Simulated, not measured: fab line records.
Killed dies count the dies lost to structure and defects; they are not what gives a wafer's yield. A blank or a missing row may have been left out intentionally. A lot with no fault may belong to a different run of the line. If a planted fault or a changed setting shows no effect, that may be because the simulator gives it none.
fab line records | flow n5_finfet
[record] lots = 5 | wafers = 15 | last_day = 18
route steps=1938 shown BEOL_M5@1165 PASSIVATION@1936
lots that met no fault: taken from a fault-free run of the same line
start_h: hours from the record's opening day to when the first of the lot's shown wafers began | wait_h: time in hours since the lot's previous step | " same as the row above | L1.1+2: a single row standing in for several wafers | - no value, or no start was given | * or withheld: withheld | < > ~ a bound
route shown NAME@n: names a module that has steps shown in the file, with the first one's number in the route | usual: mean and standard deviation over wafers with no fault | same: alike in all rows | chamber/n: place in a boat | sites: each site's reading | _std_site: how widely they spread, as a standard deviation | _edge_site: the outer-site mean with the inner-site mean subtracted | radius_mm: how far each site lies from the wafer's centre | mask NAME#n: copy n | behind: the last tool/chamber to shape the wafer | hold: why the lot was held/for how many hours/how that ended | device: the transistor (n, p or np) that didn't switch | end of line: the route-end tests of the same wafers | a step given without rows: its recipe and nothing more | killed: not the wafer's yield, but the dies lost to structure and defects at the first sort | map: shows each die of a wafer: x if killed, . if not, _ if none is there
set.NAME: the setting that was run; set.NAME@STEP: the one run at that earlier step | model.NAME: the simulator's own value behind a step, which no gauge read
a table for each step, a row for each wafer; lots at some steps of the route
services: from which hour (start_h, from the record's first day; less than 0 if before it) a tool's chamber was out of use, for how many hours, and why
[[steps]]
[step N5_BEOL_M5_SRD_40]
[recipe] time_s = 30 | temp_c = 23 | rinse_liquid = diw | dry = ipa_marangoni
[step N5_BEOL_M5_PRECLEAN_42]
[recipe] chemistry = residue_remover | time_s = 60 | temp_c = 40
[step N5_BEOL_M5_SRD_43]
[recipe] time_s = 30 | temp_c = 23 | rinse_liquid = diw | dry = ipa_marangoni
[step N5_BEOL_M5_CD_MEAS_35]
[recipe] target_cd_nm = 28 | target_cd_y_nm = 24 | polarity = opening
[usual] cd_nm = 28.0/0.42
lot.wafer | tool      | chamber | start_h | wait_h | cd_nm
L666.1    | cd_sem-01 | -       | 211.63  | 0.0    | 28.2
L666.2    | "         | -       | "       | "      | 28.3
L666.3    | "         | -       | "       | "      | 27.9
L673.1    | cd_sem-01 | -       | 230.44  | 0.0    | 28.2
L673.2    | "         | -       | "       | "      | 28.0
L673.4    | "         | -       | "       | "      | 27.9
L684.2    | cd_sem-02 | -       | 310.90  | 0.0    | 27.8
L684.3    | "         | -       | "       | "      | 27.8
L684.4    | "         | -       | "       | "      | 29.2
L685.1    | cd_sem-02 | -       | 319.09  | 0.0    | 27.6
L685.2    | "         | -       | "       | "      | 28.5
L685.4    | "         | -       | "       | "      | 28.0
L687.1    | cd_sem-01 | -       | 340.22  | 0.0    | 27.1
L687.4    | "         | -       | "       | "      | 27.9
L687.6    | "         | -       | "       | "      | 26.9
[step N5_BEOL_M5_CURE_80]
[recipe] temp_c = 370 | time_s = 120 | ambient = DMADMS/He | material = SiCOH_lowk
[step N5_BEOL_M5_DEGAS_44]
[recipe] ambient = vacuum | temp_c = 250 | time_s = 60
[step N5_BEOL_M5_PRE_CLEAN_45]
[recipe] gas = H2/He | time_s = 30 | temp_c = 250
[usual] heater_power_w = 324/28
[same] time_s = 30
lot.wafer | tool           | chamber | start_h | wait_h | heater_power_w
L666.1    | pvd_sputter-03 | -       | 214.06  | 0.0    | 307
L666.2    | "              | -       | "       | "      | 335
L666.3    | "              | -       | "       | "      | 365
L673.1    | pvd_sputter-03 | -       | 230.86  | 0.0    | 338
L673.2    | "              | -       | "       | "      | 365
L673.4    | "              | -       | "       | "      | 296
L684.2    | pvd_sputter-03 | -       | 311.47  | 0.0    | 339
L684.3    | "              | -       | "       | "      | 318
L684.4    | "              | -       | "       | "      | 305
L685.1    | pvd_sputter-02 | -       | 319.79  | 0.0    | 284
L685.2    | "              | -       | "       | "      | 311
L685.4    | "              | -       | "       | "      | 373
L687.1    | pvd_sputter-01 | -       | 340.72  | 0.0    | 335
L687.4    | "              | -       | "       | "      | 296
L687.6    | "              | -       | "       | "      | 320
[step N5_BEOL_M5_ALD_86]
[recipe] material = TaN | target_thk_a = * | temp_c = 275 | ald_precursor_family = PDMAT | ald_co_reactant = NH3 | pressure_torr = 3 | carrier_flow_sccm = 1500 | pulse_time_s = 2 | purge_time_s = 3 | co_reactant_purge_time_s = 2 | co_reactant_pulse_time_s = 3 | ald_cycles = 30 | precursor_vessel_temp_c = 75 | precursor_vessel_pressure_torr = 26.25 | precursor_vessel_carrier_sccm = 1000
[usual] heater_power_w = 428/34
[same] ald_cycles = 30 | co_reactant_purge_time_s = 2 | purge_time_s = 3
lot.wafer | tool         | chamber | start_h | wait_h | heater_power_w
L666.1    | ald_metal-03 | 3       | 214.12  | 0.0    | 369
L666.2    | "            | 1       | "       | "      | 403
L666.3    | "            | 0       | "       | "      | 400
L673.1    | ald_metal-01 | 2       | 230.95  | 0.1    | 431
L673.2    | "            | 3       | "       | "      | 432
L673.4    | "            | 0       | "       | "      | 467
L684.2    | ald_metal-03 | 3       | 311.55  | 0.1    | 364
L684.3    | "            | 2       | "       | "      | 441
L684.4    | "            | 3       | "       | "      | 348
L685.1    | ald_metal-03 | 1       | 320.00  | 0.2    | 413
L685.2    | "            | 3       | "       | "      | 356
L685.4    | "            | 0       | "       | "      | 407
L687.1    | ald_metal-01 | 0       | 340.78  | 0.0    | 462
L687.4    | "            | 2       | "       | "      | 438
L687.6    | "            | 2       | "       | "      | 428
[step N5_BEOL_M5_SURFACE_TREAT_87]
[recipe] gas = Ar | time_s = * | ion_energy_ev = * | ion_current_ma_cm2 = 0.5 | pressure_mtorr = * | ar_flow_sccm = 30
[usual] ar_flow_sccm = 30.00/0.087 | throttle_valve_pct = *
[same] time_s = *
lot.wafer | tool           | chamber | start_h | wait_h | ar_flow_sccm | throttle_valve_pct
L666.1    | pvd_sputter-03 | -       | 214.60  | 0.4    | 29.91        | *
L666.2    | "              | -       | "       | "      | 30.00        | *
L666.3    | "              | -       | "       | "      | 30.08        | *
L673.1    | pvd_sputter-03 | -       | 231.23  | 0.2    | 30.04        | *
L673.2    | "              | -       | "       | "      | 30.04        | *
L673.4    | "              | -       | "       | "      | 29.98        | *
L684.2    | pvd_sputter-02 | -       | 311.80  | 0.2    | 30.08        | *
L684.3    | "              | -       | "       | "      | 30.01        | *
L684.4    | "              | -       | "       | "      | 29.96        | *
L685.1    | pvd_sputter-03 | -       | 320.27  | 0.2    | 29.89        | *
L685.2    | "              | -       | "       | "      | 29.91        | *
L685.4    | "              | -       | "       | "      | 30.02        | *
L687.1    | pvd_sputter-01 | -       | 341.12  | 0.2    | 30.06        | *
L687.4    | "              | -       | "       | "      | 29.92        | *
L687.6    | "              | -       | "       | "      | 29.96        | *
[step N5_BEOL_M5_CVD_47]
[recipe] material = Co | target_thk_a = 30 | temp_c = withheld | precursor = CCTBA/H2 | pressure_torr = 30 | time_s = 216
[step N5_BEOL_M5_SPUTTER_48]
[recipe] material = Cu | target_thk_a = 150 | temp_c = -20 | chamber_pressure_pa = 0.07 | power_w = withheld | time_s = 27.62
[usual] chamber_pressure_pa = 0.07/0.00014 | throttle_valve_pct = 29.9/0.9
[same] time_s = 27.62
lot.wafer | tool           | chamber | start_h | wait_h | chamber_pressure_pa | throttle_valve_pct
L666.1    | pvd_sputter-03 | -       | 214.82  | 0.1    | 0.07014             | 27.8
L666.2    | "              | -       | "       | "      | 0.07002             | 31.5
L666.3    | "              | -       | "       | "      | 0.07015             | 29.7
L673.1    | pvd_sputter-01 | -       | 231.52  | 0.1    | 0.06995             | 30.3
L673.2    | "              | -       | "       | "      | 0.0701              | 30.5
L673.4    | "              | -       | "       | "      | 0.07019             | 31.2
L684.2    | pvd_sputter-03 | -       | 312.25  | 0.3    | 0.06996             | 28.2
L684.3    | "              | -       | "       | "      | 0.07001             | 29.5
L684.4    | "              | -       | "       | "      | 0.0699              | 29.0
L685.1    | pvd_sputter-02 | -       | 320.49  | 0.1    | 0.06976             | 30.3
L685.2    | "              | -       | "       | "      | 0.07003             | 30.0
L685.4    | "              | -       | "       | "      | 0.0701              | 29.7
L687.1    | pvd_sputter-01 | -       | 341.52  | 0.2    | 0.06994             | 30.8
L687.4    | "              | -       | "       | "      | 0.06991             | 30.9
L687.6    | "              | -       | "       | "      | 0.07002             | 30.7
[step N5_BEOL_M5_ANNEAL_49]
[recipe] temp_c = 400 | time_s = 1800 | ambient = vacuum
[step N5_BEOL_M5_SPUTTER_81]
[recipe] material = Cu | target_thk_a = 150 | temp_c = -20 | chamber_pressure_pa = 0.07 | power_w = withheld | time_s = 27.62
[usual] chamber_pressure_pa = 0.07/0.00015 | throttle_valve_pct = 29.9/0.91
[same] time_s = 27.62
lot.wafer | tool           | chamber | start_h | wait_h | chamber_pressure_pa | throttle_valve_pct
L666.1    | pvd_sputter-03 | -       | 215.91  | 0.5    | 0.07003             | 28.5
L666.2    | "              | -       | "       | "      | 0.06997             | 31.2
L666.3    | "              | -       | "       | "      | 0.06997             | 30.0
L673.1    | pvd_sputter-01 | -       | 232.61  | 0.5    | 0.07004             | 30.6
L673.2    | "              | -       | "       | "      | 0.06973             | 30.8
L673.4    | "              | -       | "       | "      | 0.07012             | 30.9
L684.2    | pvd_sputter-03 | -       | 313.33  | 0.5    | 0.06387             | 29.2
L684.3    | "              | -       | "       | "      | 0.06998             | 29.5
L684.4    | "              | -       | "       | "      | 0.07002             | 29.2
L685.1    | pvd_sputter-02 | -       | 321.58  | 0.5    | 0.06989             | 30.4
L685.2    | "              | -       | "       | "      | 0.07014             | 29.7
L685.4    | "              | -       | "       | "      | 0.07023             | 29.7
L687.1    | pvd_sputter-01 | -       | 342.60  | 0.5    | 0.07005             | 30.9
L687.4    | "              | -       | "       | "      | 0.06988             | 30.2
L687.6    | "              | -       | "       | "      | 0.07003             | 30.7
[step N5_BEOL_M5_ANNEAL_82]
[recipe] temp_c = 400 | time_s = 1800 | ambient = vacuum
[usual] heater_power_w = 812/66
[same] time_s = 1800
lot.wafer | tool           | chamber | start_h | wait_h | heater_power_w
L666.1    | pvd_sputter-03 | -       | 215.99  | 0.0    | 838
L666.2    | "              | -       | "       | "      | 747
L666.3    | "              | -       | "       | "      | 951
L673.1    | pvd_sputter-01 | -       | 232.69  | 0.0    | 778
L673.2    | "              | -       | "       | "      | 806
L673.4    | "              | -       | "       | "      | 858
L684.2    | pvd_sputter-03 | -       | 313.41  | 0.0    | 856
L684.3    | "              | -       | "       | "      | 929
L684.4    | "              | -       | "       | "      | 812
L685.1    | pvd_sputter-02 | -       | 321.66  | 0.0    | 767
L685.2    | "              | -       | "       | "      | 931
L685.4    | "              | -       | "       | "      | 697
L687.1    | pvd_sputter-01 | -       | 342.68  | 0.0    | 864
L687.4    | "              | -       | "       | "      | 797
L687.6    | "              | -       | "       | "      | 808
[step N5_PASSIVATION_PROBE_49]
[usual] defect_limited_yield = 91.1/1.5 | killed_at_M0_to_M3 = 33/9.9 | killed_at_M4_up = 14/5.2 | killed_at_contacts = 12/6.7 | killed_at_front_end = 43/13 | killed_at_other = 3.4/2.7 | killed_dies = 105/17 | killed_open = 69/13 | killed_short = 33/7.5 | sort_bin_5_function = 5.2/0.91 | sort_bin_6_memory = 3.3/0.71 | sort_n_pass = 1075/17 | sort_yield_pct = 91.1/1.5
[same] gross_dies = 1180 | killed_at_back_side = 0 | sort_bin_4_leakage[%] = 0 | sort_bin_8_speed[%] = 0
lot.wafer | tool      | chamber | start_h | wait_h | defect_limited_yield[%] | killed_at_M0_to_M3 | killed_at_M4_up | killed_at_contacts | killed_at_front_end | killed_at_other | killed_dies | killed_open | killed_short | sort_bin_5_function[%] | sort_bin_6_memory[%] | sort_n_pass | sort_yield_pct[%]
L666.1    | prober-02 | -       | 316.21  | 0.0    | 91.1                    | 30                 | 10              | 10                 | 45                  | 10              | 105         | 68          | 30           | 4.8                    | 3.1                  | 1075        | 91.1
L666.2    | prober-02 | -       | 316.26  | 0.1    | 91.0                    | 47                 | 17              | 4                  | 33                  | 5               | 106         | 72          | 34           | 5.3                    | 3.6                  | 1074        | 91.0
L666.3    | prober-02 | -       | 316.31  | 0.1    | 91.9                    | 39                 | 13              | 14                 | 28                  | 2               | 96          | 66          | 30           | 3.8                    | 4.0                  | 1084        | 91.9
L673.1    | prober-02 | -       | 328.07  | 0.0    | 90.3                    | 31                 | 22              | 9                  | 48                  | 4               | 114         | 77          | 36           | 6.3                    | 3.1                  | 1066        | 90.3
L673.2    | prober-02 | -       | 328.12  | 0.1    | 90.4                    | 42                 | 14              | 8                  | 47                  | 2               | 113         | 81          | 32           | 6.6                    | 2.5                  | 1067        | 90.4
L673.4    | prober-02 | -       | 328.22  | 0.2    | 89.8                    | 47                 | 20              | 2                  | 43                  | 8               | 120         | 74          | 44           | 6.5                    | 3.6                  | 1060        | 89.8
L684.2    | prober-02 | -       | 406.82  | 0.1    | 88.8                    | 34                 | 23              | 17                 | 57                  | 1               | 132         | 81          | 49           | 6.2                    | 4.8                  | 1048        | 88.8
L684.3    | prober-02 | -       | 406.87  | 0.1    | 89.4                    | 33                 | 24              | 10                 | 56                  | 2               | 125         | 71          | 48           | 6.4                    | 3.6                  | 1055        | 89.4
L684.4    | prober-02 | -       | 406.92  | 0.2    | 89.5                    | 38                 | 18              | 18                 | 47                  | 3               | 124         | 83          | 39           | 6.4                    | 3.8                  | 1056        | 89.5
L685.1    | prober-02 | -       | 417.53  | 0.0    | 92.4                    | 37                 | 10              | 12                 | 25                  | 6               | 90          | 58          | 29           | 4.3                    | 2.6                  | 1090        | 92.4
L685.2    | prober-02 | -       | 417.58  | 0.1    | 91.1                    | 29                 | 15              | 9                  | 42                  | 10              | 105         | 63          | 39           | 5.3                    | 2.8                  | 1075        | 91.1
L685.4    | prober-02 | -       | 417.68  | 0.2    | 92.7                    | 28                 | 18              | 6                  | 26                  | 8               | 86          | 57          | 28           | 4.0                    | 2.8                  | 1094        | 92.7
// killed by level:class
L666.1 BEOL_M2:geometric_particle:open=12 MOL_CONTACT_COAG:geometric_particle:open=8 STI_FIN_REVEAL:geometric_particle:open=7 HKMG_FIN:area_etch=7 FIN_SAQP:geometric_particle:short=6 DUMMY_GATE:geometric_particle:open=5 GATE_CUT:geometric_particle:short=5 BEOL_M3:geometric_particle:open=5
L666.2 BEOL_M0:geometric_particle:open=15 BEOL_M2:geometric_particle:open=11 STI_FIN_REVEAL:geometric_particle:open=8 BEOL_M0_SAQP:geometric_particle:short=7 GATE_CUT:geometric_particle:open=6 BEOL_M4:geometric_particle:open=6 GATE_CUT:geometric_particle:short=5 BEOL_M0_SAQP:geometric_particle:open=4
L666.3 MOL_CONTACT_COAG:geometric_particle:open=11 BEOL_M2:geometric_particle:open=9 GATE_CUT:geometric_particle:short=8 BEOL_M0_SAQP:geometric_particle:open=8 BEOL_M0_SAQP:geometric_particle:short=6 BEOL_M4:geometric_particle:open=5 FIN_SAQP:geometric_particle:open=4 BEOL_M1:geometric_particle:open=4
L673.1 FIN_SAQP:geometric_particle:open=14 BEOL_M3:geometric_particle:open=11 BEOL_M4:geometric_particle:open=11 FIN_SAQP:geometric_particle:short=7 BEOL_M2:geometric_particle:open=6 MOL_CONTACT_COAG:geometric_particle:open=6 STARTING-WAFER:geometric_particle:open=6 BEOL_M0_SAQP:geometric_particle:short=4
L673.2 FIN_SAQP:geometric_particle:open=14 BEOL_M0_SAQP:geometric_particle:open=12 BEOL_M3:geometric_particle:open=10 BEOL_M0_SAQP:geometric_particle:short=9 ILD0:geometric_particle:open=8 BEOL_M2:geometric_particle:open=8 FIN_SAQP:geometric_particle:short=7 MOL_CONTACT_COAG:geometric_particle:open=7
L673.4 BEOL_M0_SAQP:geometric_particle:open=17 BEOL_M0_SAQP:geometric_particle:short=13 FIN_SAQP:geometric_particle:short=10 FIN_SAQP:geometric_particle:open=9 BEOL_M4:geometric_particle:open=8 BEOL_M3:geometric_particle:open=7 ILD0:geometric_particle:open=6 GATE_CUT:geometric_particle:open=4
L684.2 FIN_SAQP:geometric_particle:short=15 STI_FIN_REVEAL:geometric_particle:open=12 MOL_CONTACT_COAG:geometric_particle:open=11 BEOL_M2:geometric_particle:open=8 FIN_SAQP:geometric_particle:open=7 BEOL_M0:geometric_particle:open=7 BEOL_M4:geometric_particle:open=7 MOL_CONTACT_COAG:geometric_particle:short=6
L684.3 FIN_SAQP:geometric_particle:short=17 MOL_CONTACT_COAG:geometric_particle:open=10 STI_FIN_REVEAL:geometric_particle:open=7 BEOL_M3:geometric_particle:open=7 BEOL_M5:geometric_particle:short=7 FIN_SAQP:geometric_particle:open=6 BEOL_M0_SAQP:geometric_particle:open=5 BEOL_M0_SAQP:geometric_particle:short=5
L684.4 MOL_CONTACT_COAG:geometric_particle:open=15 FIN_SAQP:geometric_particle:short=13 FIN_SAQP:geometric_particle:open=11 BEOL_M0_SAQP:geometric_particle:open=10 BEOL_M5:geometric_particle:open=7 BEOL_M1:geometric_particle:open=6 STI_FIN_REVEAL:geometric_particle:open=6 BEOL_M0_SAQP:geometric_particle:short=6
L685.1 MOL_CONTACT_COAG:geometric_particle:open=10 BEOL_M1:geometric_particle:open=9 BEOL_M2:geometric_particle:open=8 BEOL_M0_SAQP:geometric_particle:short=6 FIN_SAQP:geometric_particle:open=4 BEOL_M0_SAQP:geometric_particle:open=4 STI_FIN_REVEAL:geometric_particle:open=3 DUMMY_GATE:geometric_particle:open=3
L685.2 DUMMY_GATE:geometric_particle:open=8 FIN_SAQP:geometric_particle:open=7 MOL_CONTACT_COAG:geometric_particle:open=7 BEOL_M0_SAQP:geometric_particle:short=7 BEOL_M0_SAQP:geometric_particle:open=6 STARTING-WAFER:geometric_particle:short=6 STI_FIN_REVEAL:geometric_particle:open=5 FIN_SAQP:geometric_particle:short=4
L685.4 STI_FIN_REVEAL:geometric_particle:open=8 BEOL_M4:geometric_particle:open=7 BEOL_M2:geometric_particle:open=6 BEOL_M0_SAQP:geometric_particle:open=5 BEOL_M0_SAQP:geometric_particle:short=4 BEOL_M1:geometric_particle:open=4 BEOL_M3:geometric_particle:open=4 STI_FIN_REVEAL:geometric_particle:short=3
[[services]]
tool           | chamber | start_h | hours | kind
ald_metal-01   | -       | 195.40  | 2.1   | repair
ald_metal-01   | -       | 243.15  | 0.7   | repair
ald_metal-03   | 0       | 306.68  | 12.8  | repair
pvd_sputter-01 | -       | 312.40  | 8.6   | repair
[[key]]
[first_sign] step = N5_BEOL_M5_SPUTTER_81 | reading = chamber_pressure_pa | direction = down | sigmas = 42 | usual = 0.07 | struck = 0.06387
effect none on later readings
met_at N5_BEOL_M5_SPUTTER_81
struck_wafers L684.2
onset_between 215.91 313.33
[fault] kind = process_parameter_drift | tool = pvd_sputter-03 | chamber = - | onset_h = 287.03 | steps = N5_BEOL_M5_SPUTTER_81 | channel = chamber_pressure_pa | offset = -0.0061199 | shape = step | end_h = 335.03 | acts_in = these_recipes_only | stated = 0.07 | scope = struck_wafers_only
